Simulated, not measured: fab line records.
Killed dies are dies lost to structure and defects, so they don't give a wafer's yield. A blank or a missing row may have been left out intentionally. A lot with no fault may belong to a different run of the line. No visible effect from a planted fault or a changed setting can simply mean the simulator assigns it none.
fab line records	flow nandHarc
[record] lots = 13	wafers = 39	lastDay = 33
route steps=1302 shown A_STAIRCASE@811 END@1302
lots untouched by any fault: they come from a run of this same line in which no faults occurred
startH: hours from the record's first day to the start of the lot's first wafer shown	waitH: time in hours since the lot's previous step	" the same as in the row above	L1.1+2: several wafers, shown together as one row	- no value, or no start was given	* or withheld: withheld	< > ~ a bound
route shown NAME@n: names a module that has steps shown in the file, with the first one's number in the route	usual: average and standard deviation across the fault-free wafers	same: alike in all rows	chamber/n: place in a boat	sites: each site's reading	_std_site: the standard deviation of these	_edge_site: the outer-site mean with the inner-site mean subtracted	radiusMm: how far each site lies from the wafer's centre	mask NAME#n: copy n	behind: the most recent tool/chamber to have shaped the wafer	hold: cause of the lot's hold/its duration in hours/its outcome	device: whichever transistor did not switch (one of n, p or np)	end of line: at the end of the route, the tests of the same wafers	step lacking rows: just its recipe	killed: not the wafer's yield, but the dies lost to structure and defects at the first sort	map: dies across one wafer; x = killed, . = not, _ = none there
set.NAME: the run value of the setting; set.NAME@STEP: its run value at that earlier step	model.NAME: the simulator's own value behind a step, which no gauge read
one table for each step of the route and one row for each wafer, over a sample of lots
services: from which hour (startH, from the record's first day; less than 0 if before it) a tool's chamber was out of use, for how many hours, and why
[[steps]]
[step NHARC_A_STAIRCASE_ETCH_452]
[recipe] targetDepthA = 300	overetchA = 30	timeS = 16.5	ionEnergyEv = 100	cf4FlowSccm = 80	o2FlowSccm = 20	arFlowSccm = 0	rfW = 300	biasW = 100	chemistry = CF4/O2
[usual] drypumpMotorCurrentA = 5.6/0.47	oes_o_777_au = 1.000/0.0046	oesProductAu = 1.003/0.0066	rfVppV = 198.0/1.3	showerheadPlenumPTorr = 1.34/0.051	throttleValvePct = 13.397/0.0091
lot.wafer	tool	chamber	startH	waitH	drypumpMotorCurrentA	oes_o_777_au	oesProductAu	rfHoursCounterH	rfVppV	showerheadPlenumPTorr	throttleValvePct
L684.1	rieDiel-10	3	-	-	5.8	0.997	0.995	42	196.4	1.29	13.402
L684.2	"	2	"	"	5.8	1.005	0.989	39	199.7	1.41	13.387
L684.6	"	3	"	"	5.9	0.994	0.997	-	198.3	1.29	13.399
L686.2	rieDiel-05	3	-	-	5.3	1.001	1.006	55	197.5	1.29	13.397
L686.3	"	1	"	"	6.0	1.005	1.003	55	195.6	1.26	13.403
L686.4	"	3	"	"	5.3	1.002	0.998	-	197.6	1.29	13.378
L687.1	rieDiel-05	3	-	-	5.3	0.998	1.009	58	197.4	1.29	13.404
L687.5	"	0	"	"	5.3	0.991	0.993	-	199.0	1.36	13.391
L687.6	"	1	"	"	6.1	0.999	1.007	-	195.9	1.26	13.406
L689.2	rieDiel-01	2	-	-	5.5	0.994	1.003	13	197.1	1.35	13.391
L689.6	"	0	"	"	5.4	1.006	1.010	-	197.3	1.36	13.398
L689.5	"	1	"	"	6.1	0.995	0.995	-	199.6	1.42	13.395
L691.3	rieDiel-05	1	-	-	6.0	0.999	0.999	8	195.8	1.26	13.398
L691.1	"	0	"	"	5.2	0.994	1.008	8	199.1	1.36	13.391
L691.6	"	1	"	"	6.1	0.995	1.001	-	196.1	1.26	13.397
L695.4	rieDiel-10	0	-	-	5.0	1.006	1.003	16	198.2	1.34	13.395
L695.2	"	1	"	"	6.4	1.000	1.001	20	197.9	1.36	13.391
L695.5	"	3	"	"	5.9	1.001	1.007	-	195.9	1.29	13.419
L701.1	rieDiel-05	0	-	-	5.3	1.001	1.000	35	197.9	1.35	13.381
L701.2	"	2	"	"	4.9	1.007	0.986	36	199.8	1.40	13.397
L701.5	"	0	"	"	5.3	0.996	1.004	-	198.3	1.35	13.385
L700.1	rieDiel-01	1	-	-	6.1	0.998	1.003	52	198.3	1.41	13.392
L700.3	"	3	"	"	5.8	1.003	1.010	52	197.7	1.35	13.417
L700.5	"	2	"	"	5.5	0.987	1.010	-	198.5	1.34	13.407
L702.1	rieDiel-10	3	-	-	5.8	1.003	1.013	50	197.9	1.28	13.374
L702.4	"	0	"	"	5.0	1.000	1.010	42	198.0	1.34	13.391
L702.2	"	1	"	"	6.4	0.990	1.005	44	198.2	1.36	13.408
L705.2	rieDiel-10	0	-	-	5.0	0.999	1.002	50	198.1	1.34	13.407
L705.1	"	2	"	"	5.8	1.004	1.000	55	200.3	1.39	13.392
L705.5	"	0	"	"	5.0	1.006	0.999	-	198.1	1.34	13.410
L704.1	rieDiel-05	2	-	-	4.8	1.000	0.992	48	199.9	1.40	13.388
L704.4	"	3	"	"	5.3	1.000	0.996	48	196.4	1.28	13.388
L704.6	"	1	"	"	6.1	1.002	0.985	-	197.0	1.25	13.385
L703.1	rieDiel-01	0	-	-	5.4	0.995	0.993	5	198.6	1.35	13.412
L703.6	"	3	"	"	5.9	1.005	0.997	-	197.2	1.35	13.394
L703.5	"	0	"	"	5.5	0.998	0.989	-	196.6	1.35	13.406
L706.1	rieDiel-10	0	-	-	5.0	1.001	1.006	50	196.6	1.34	13.395
L706.3	"	3	"	"	5.9	0.996	1.019	58	196.4	1.28	13.403
L706.6	"	0	"	"	5.0	1.000	1.010	-	197.0	1.34	13.397
[step NHARC_A_STAIRCASE_HM_DEP_462]
[recipe] targetThkA = 8000	tempC = 400	material = aC
[usual] throttleValvePct = 35.000/0.0084
lot.wafer	tool	chamber	startH	waitH	throttleValvePct
L684.1	aclDep-01	0	385.11	0.1	34.999
L684.2	"	0	"	"	34.996
L684.6	"	0	386.62	1.6	34.983
L686.2	aclDep-02	0	401.22	1.8	35.001
L686.3	"	0	"	"	34.997
L686.4	"	0	"	"	35.009
L687.1	aclDep-02	0	412.77	4.9	34.993
L687.5	"	0	414.00	6.1	34.992
L687.6	"	0	"	"	35.009
L689.2	aclDep-03	0	424.17	0.4	35.003
L689.5	"	0	"	"	34.997
L689.6	"	0	"	"	34.995
L691.1	aclDep-03	0	446.50	0.7	35.003
L691.3	"	0	"	"	35.000
L691.6	"	0	"	"	35.001
L695.2	aclDep-02	0	496.94	6.3	35.009
L695.4	"	0	"	"	34.993
L695.5	"	0	"	"	34.998
L701.1	aclDep-02	0	546.47	0.1	35.005
L701.2	"	0	"	"	34.996
L701.5	"	0	"	"	34.993
L700.1	aclDep-02	0	550.49	1.2	34.994
L700.3	"	0	"	"	34.999
L700.5	"	0	"	"	35.005
L702.1	aclDep-01	0	568.52	3.8	35.013
L702.2	"	0	"	"	34.997
L702.4	"	0	"	"	35.003
L705.1	aclDep-03	0	582.82	0.1	35.003
L705.2	"	0	"	"	34.990
L705.5	"	0	"	"	35.008
L704.1	aclDep-01	0	584.26	1.2	34.988
L704.4	"	0	"	"	35.006
L704.6	"	0	"	"	35.004
L703.1	aclDep-03	0	584.65	0.7	34.990
L703.5	"	0	585.87	1.9	34.990
L703.6	"	0	"	"	35.012
L706.1	aclDep-02	0	586.17	1.4	35.002
L706.3	"	0	"	"	35.009
L706.6	"	0	"	"	35.009
[step NHARC_A_STAIRCASE_ALD_415]
[recipe] targetThkA = 300	pulseTimeS = 6	aldCycles = 300	tempC = 300	material = SiO2
[usual] aldCycles = 300/0	heaterPowerOuterW = 263/25	heaterPowerW = 471/51	precursorPulseHeightRel = 1.001/0.019
lot.wafer	tool	chamber	startH	waitH	aldCycles	heaterPowerOuterW	heaterPowerW	precursorPulseHeightRel
L684.2	aldHk-02	3	397.94	3.6	300	273	489	1.018
L684.1	"	0	"	"	300	249	441	1.005
L684.6	"	2	"	"	300	231	381	0.988
L686.4	aldHk-01	1	405.63	0.1	300	241	457	0.998
L686.3	"	2	"	"	300	332	584	0.981
L686.2	"	3	"	"	300	284	466	1.024
L687.1	aldHk-01	0	419.09	0.8	300	242	484	0.992
L687.5	"	1	"	"	300	235	469	1.032
L687.6	"	2	"	"	300	322	583	1.023
L689.2	aldHk-02	3	430.13	0.8	300	282	508	0.986
L689.5	"	0	"	"	300	249	434	1.003
L689.6	"	1	"	"	300	267	480	1.017
L691.1	aldHk-01	1	451.52	0.1	300	238	450	0.999
L691.3	"	0	452.90	1.4	300	252	488	1.006
L691.6	"	2	"	"	300	323	583	1.012
L695.2	aldHk-03	2	501.46	0.1	300	276	478	0.990
L695.4	"	3	"	"	300	292	565	1.031
L695.5	"	2	"	"	300	266	484	1.011
L701.2	aldHk-02	0	551.08	0.1	-	-	-	-
L701.1	"	1	"	"	-	-	-	-
L701.5	"	0	"	"	-	-	-	-
L700.3	aldHk-01	3	555.24	0.1	-	-	-	-
L700.1	"	2	556.62	1.4	-	-	-	-
L700.5	"	3	"	"	-	-	-	-
L702.4	aldHk-02	2	573.07	0.1	300	243	381	0.995
L702.1	"	0	"	"	300	257	457	1.000
L702.2	"	1	"	"	300	270	486	0.992
L705.1	aldHk-03	2	588.08	0.4	300	258	464	0.983
L705.2	"	1	"	"	300	268	471	1.023
L705.5	"	3	"	"	300	288	564	1.019
L704.1	aldHk-02	0	589.38	0.6	300	252	458	1.016
L704.4	"	1	"	"	300	268	485	1.010
L704.6	"	3	"	"	300	270	470	0.998
L703.1	aldHk-01	2	590.04	0.8	300	342	578	1.037
L703.6	"	3	"	"	300	251	440	0.989
L703.5	"	0	"	"	300	234	454	0.991
L706.1	aldHk-03	3	591.09	0.3	300	294	570	0.982
L706.3	"	0	"	"	300	275	533	0.978
L706.6	"	3	"	"	300	295	581	0.996
[step NHARC_A_STAIRCASE_DEP_325]
[recipe] targetThkA = 72000	tempC = 400	targetThkNm = 7200	teosFlowSccm = 200	rfW = 500	material = SiO2
[usual] heaterPowerW = 652/130
lot.wafer	tool	chamber	startH	waitH	heaterPowerW
L684.1	pecvd-02	2	425.79	0.2	715
L684.2	"	0	"	"	1006
L684.6	"	0	"	"	841
L686.3	pecvd-04	1	437.91	0.1	565
L686.2	"	2	"	"	548
L686.4	"	1	"	"	564
L687.1	pecvd-01	2	448.20	0.3	608
L687.5	"	1	"	"	634
L687.6	"	2	"	"	488
L689.2	pecvd-02	1	458.68	0.4	670
L689.5	"	2	"	"	589
L689.6	"	1	"	"	595
L691.3	pecvd-02	1	484.25	0.2	724
L691.1	"	2	"	"	649
L691.6	"	1	"	"	603
L695.2	pecvd-01	0	535.36	0.3	554
L695.5	"	1	"	"	651
L695.4	"	0	"	"	540
L701.1	pecvd-04	2	580.13	0.1	619
L701.2	"	1	"	"	611
L701.5	"	0	"	"	646
L700.3	pecvd-04	0	588.39	0.1	791
L700.1	"	2	"	"	599
L700.5	"	0	"	"	643
L702.2	pecvd-02	0	602.00	0.2	983
L702.1	"	2	"	"	782
L702.4	"	0	"	"	841
L703.1	pecvd-02	1	617.12	0.2	616
L703.5	"	0	"	"	842
L703.6	"	1	"	"	591
L704.1	pecvd-04	1	617.21	0.3	674
L704.6	"	2	"	"	501
L704.4	"	1	"	"	553
L705.1	pecvd-01	2	617.27	0.3	563
L705.2	"	1	"	"	791
L705.5	"	1	"	"	647
L706.3	pecvd-04	1	617.69	0.7	593
L706.1	"	2	"	"	611
L706.6	"	0	"	"	652
[step NHARC_END_SORT_01]
[recipe] tempC = 25
[usual] killedAtArray = 46/15	killedAtOther = 0.8/1.1	killedAtPeriphery = 4.0/2.9	killedDies = 50/15	killedOpen = 3.2/1.8	killedShort = 2.3/1.6
[same] grossDies = 677
lot.wafer	tool	chamber	startH	waitH	killedAtArray	killedAtOther	killedAtPeriphery	killedDies	killedOpen	killedShort
L701.1	prober-02	0	721.20	2.5	669	0	8	677	3	2
L701.2	prober-02	0	722.00	2.8	671	2	4	677	0	3
L701.5	prober-02	0	724.42	3.7	673	0	4	677	4	5
L700.1	prober-01	0	741.19	2.5	674	0	3	677	3	4
L700.3	prober-01	0	742.81	3.1	676	0	1	677	1	3
L700.5	prober-01	0	744.42	3.7	672	1	4	677	2	2
L702.1	prober-02	0	764.98	2.5	44	0	2	46	3	1
L702.2	prober-02	0	765.78	2.8	47	1	3	51	2	2
L702.4	prober-02	0	767.37	3.4	45	0	2	47	6	4
L703.1	prober-01	0	769.75	2.5	56	1	2	59	3	4
L703.5	prober-01	0	772.99	3.7	62	1	4	67	4	2
L704.1	prober-02	0	772.72	2.5	42	0	5	47	1	1
L704.4	prober-02	0	775.12	3.4	44	2	3	49	3	2
L704.6	prober-02	0	776.73	4.0	52	0	4	56	2	3
// killed by level:class
L701.1 A_STAIRCASE:areaAld=629 A_SLIT:chamberFilmFlake=21 A_CHANNEL_HOLE_D1:chamberFilmFlake=9 P_M0:chamberFilmFlake=5 A_STAIRCASE:chamberFilmFlake=3 A_CONTACT:chamberFilmFlake=2 P_CONTACT:geometricParticle:open=1 P_M0:geometricParticle:open=1
L701.2 A_STAIRCASE:areaAld=628 A_SLIT:chamberFilmFlake=25 A_CHANNEL_HOLE_D1:chamberFilmFlake=8 A_WL_FILL:chamberFilmFlake=3 A_CONTACT:chamberFilmFlake=3 P_STI:chamberFilmFlake=2 THIN_TSV:chamberFilmFlake=2 P_M1:geometricParticle:short=1
L701.5 A_STAIRCASE:areaAld=621 A_SLIT:chamberFilmFlake=27 A_CHANNEL_HOLE_D1:chamberFilmFlake=10 A_STAIRCASE:chamberFilmFlake=4 A_BLC:geometricParticle:short=2 P_M0:chamberFilmFlake=2 A_WL_FILL:chamberFilmFlake=2 A_CONTACT:chamberFilmFlake=2
L700.1 A_STAIRCASE:areaAld=615 A_CHANNEL_HOLE_D1:chamberFilmFlake=22 A_CHANNEL_HOLE_D2:chamberFilmFlake=18 A_STAIRCASE:chamberFilmFlake=4 A_CONTACT:chamberFilmFlake=3 P_GATE:chamberFilmFlake=2 A_CHANNEL_FILL_D2:chamberFilmFlake=2 A_WL_FILL:chamberFilmFlake=2
L700.3 A_STAIRCASE:areaAld=616 A_CHANNEL_HOLE_D1:chamberFilmFlake=25 A_CHANNEL_HOLE_D2:chamberFilmFlake=17 A_CONTACT:chamberFilmFlake=5 A_SLIT:chamberFilmFlake=3 A_STAIRCASE:chamberFilmFlake=3 A_CHANNEL_FILL_D2:chamberFilmFlake=2 A_CHANNEL_HOLE_D2:geometricParticle:short=1
L700.5 A_STAIRCASE:areaAld=609 A_CHANNEL_HOLE_D1:chamberFilmFlake=26 A_CHANNEL_HOLE_D2:chamberFilmFlake=18 A_CONTACT:chamberFilmFlake=6 A_STAIRCASE:chamberFilmFlake=4 A_CHANNEL_FILL_D2:chamberFilmFlake=4 P_M0:chamberFilmFlake=3 A_CHANNEL_FILL_D2:geometricParticle:short=1
L702.1 A_CHANNEL_HOLE_D2:chamberFilmFlake=19 A_CHANNEL_HOLE_D1:chamberFilmFlake=9 A_SLIT:chamberFilmFlake=8 A_STAIRCASE:chamberFilmFlake=2 A_CONTACT:chamberFilmFlake=2 P_CONTACT:geometricParticle:short=1 A_CHANNEL_HOLE_D1:geometricParticle:open=1 A_ONON_D2:geometricParticle:open=1
L702.2 A_CHANNEL_HOLE_D2:chamberFilmFlake=22 A_CHANNEL_HOLE_D1:chamberFilmFlake=8 A_CONTACT:chamberFilmFlake=5 A_SLIT:chamberFilmFlake=3 A_ZERO_WELL:chamberFilmFlake=2 A_CHANNEL_FILL_D1:chamberFilmFlake=2 P_M1:geometricParticle:open=1 A_SOURCE_PLATE:geometricParticle:short=1
L702.4 A_CHANNEL_HOLE_D2:chamberFilmFlake=17 A_CHANNEL_HOLE_D1:chamberFilmFlake=7 A_CONTACT:chamberFilmFlake=4 A_CHANNEL_FILL_D2:geometricParticle:open=3 A_SLIT:chamberFilmFlake=3 A_CHANNEL_FILL_D1:chamberFilmFlake=2 A_STAIRCASE:chamberFilmFlake=2 P_M0:geometricParticle:short=1
L703.1 A_CHANNEL_HOLE_D2:chamberFilmFlake=16 A_CONTACT:chamberFilmFlake=12 A_CHANNEL_HOLE_D1:chamberFilmFlake=10 A_STAIRCASE:chamberFilmFlake=6 A_WL_FILL:chamberFilmFlake=5 A_SLIT:chamberFilmFlake=2 P_M0:geometricParticle:open=1 A_ONON_D1:geometricParticle:short=1
L704.1 A_SLIT:chamberFilmFlake=17 A_CHANNEL_HOLE_D2:chamberFilmFlake=12 A_STAIRCASE:chamberFilmFlake=4 P_GATE:chamberFilmFlake=3 A_ZERO_WELL:chamberFilmFlake=2 A_CONTACT:chamberFilmFlake=2 A_M1:chamberFilmFlake=2 A_CHANNEL_FILL_D1:geometricParticle:short=1
L703.5 A_CHANNEL_HOLE_D2:chamberFilmFlake=19 A_CONTACT:chamberFilmFlake=11 A_STAIRCASE:chamberFilmFlake=10 A_SLIT:chamberFilmFlake=7 A_WL_FILL:chamberFilmFlake=6 A_CHANNEL_HOLE_D1:chamberFilmFlake=5 P_STI:chamberFilmFlake=2 P_CONTACT:geometricParticle:open=1
L704.4 A_CHANNEL_HOLE_D2:chamberFilmFlake=17 A_SLIT:chamberFilmFlake=12 A_STAIRCASE:chamberFilmFlake=4 P_M2:chamberFilmFlake=2 A_CHANNEL_FILL_D1:chamberFilmFlake=2 A_M1:chamberFilmFlake=2 A_ONON_D1:geometricParticle:open=1 A_CHANNEL_FILL_D1:geometricParticle:short=1
L704.6 A_CHANNEL_HOLE_D2:chamberFilmFlake=20 A_SLIT:chamberFilmFlake=19 A_CONTACT:chamberFilmFlake=3 P_GATE:chamberFilmFlake=2 A_CHANNEL_HOLE_D1:unspecified=2 A_STAIRCASE:chamberFilmFlake=2 A_ONON_D2:geometricParticle:short=1 A_CHANNEL_HOLE_D2:geometricParticle:short=1
[[services]]
tool	chamber	startH	hours	kind
pecvd-01	2	365.08	4.3	repair
aldHk-01	-	365.90	0.8	repair
aclDep-01	-	368.29	13.0	pm
rieDiel-10	1	374.92	1.3	repair
rieDiel-10	2	379.05	2.2	repair
rieDiel-01	-	381.64	9.0	pm
pecvd-02	1	397.15	6.8	repair
rieDiel-05	-	406.83	9.0	pm
pecvd-02	-	408.00	13.0	pm
rieDiel-10	-	419.66	9.0	pm
aclDep-02	-	424.73	13.0	pm
rieDiel-05	-	425.45	2.7	repair
pecvd-04	2	439.12	7.7	repair
pecvd-04	0	443.00	4.2	repair
pecvd-04	-	450.48	13.0	pm
aldHk-01	-	477.54	10.0	pm
aclDep-03	-	487.87	13.0	pm
aldHk-02	-	531.35	10.0	pm
pecvd-02	-	547.36	3.9	repair
aldHk-02	-	554.60	1.1	repair
rieDiel-05	-	583.83	9.0	pm
pecvd-02	-	589.00	13.0	pm
rieDiel-10	-	596.66	9.0	pm
aclDep-02	-	606.83	13.0	pm
[[key]]
[firstSign] step = NHARC_A_STAIRCASE_ALD_415	reading = toolRecord	direction = missing
[effect] step = NHARC_END_SORT_01	reading = killedAtArray	direction = up	sigmas = 41	usual = 46	struck = 672
[moreKillsBornAt] NHARC_A_STAIRCASE_ALD_415@aldHk-02 = 1878	NHARC_A_STAIRCASE_ALD_415@aldHk-01 = 1840
metAt NHARC_A_STAIRCASE_ALD_415
struckLots L700,L701
laterRowsLeftOut L700.1,L700.3,L700.5,L701.1,L701.2,L701.5
testerLeftOut L700,L701
notActingAt NHARC_A_STAIRCASE_ETCH_452,NHARC_A_STAIRCASE_HM_DEP_462,NHARC_A_STAIRCASE_DEP_325
onsetBetween 451.52 551.08
[fault] kind = skippedStepWhole	tool = aldHk-01,aldHk-02	chamber = -	onsetH = 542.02	steps = NHARC_A_STAIRCASE_ALD_415	scope = struckLotsOnly
// testerLeftOut: of these lots the tester's yield and bins aren't shown, on N5 and GAA mostly nor the transistor test; their killed dies are dies lost to structure and defects alone, not to doping, threshold or leakage, so they don't give the yield
// laterRowsLeftOut: the simulator's readings of these wafers behind a module that went badly wrong aren't trusted and aren't shown, but for the sort
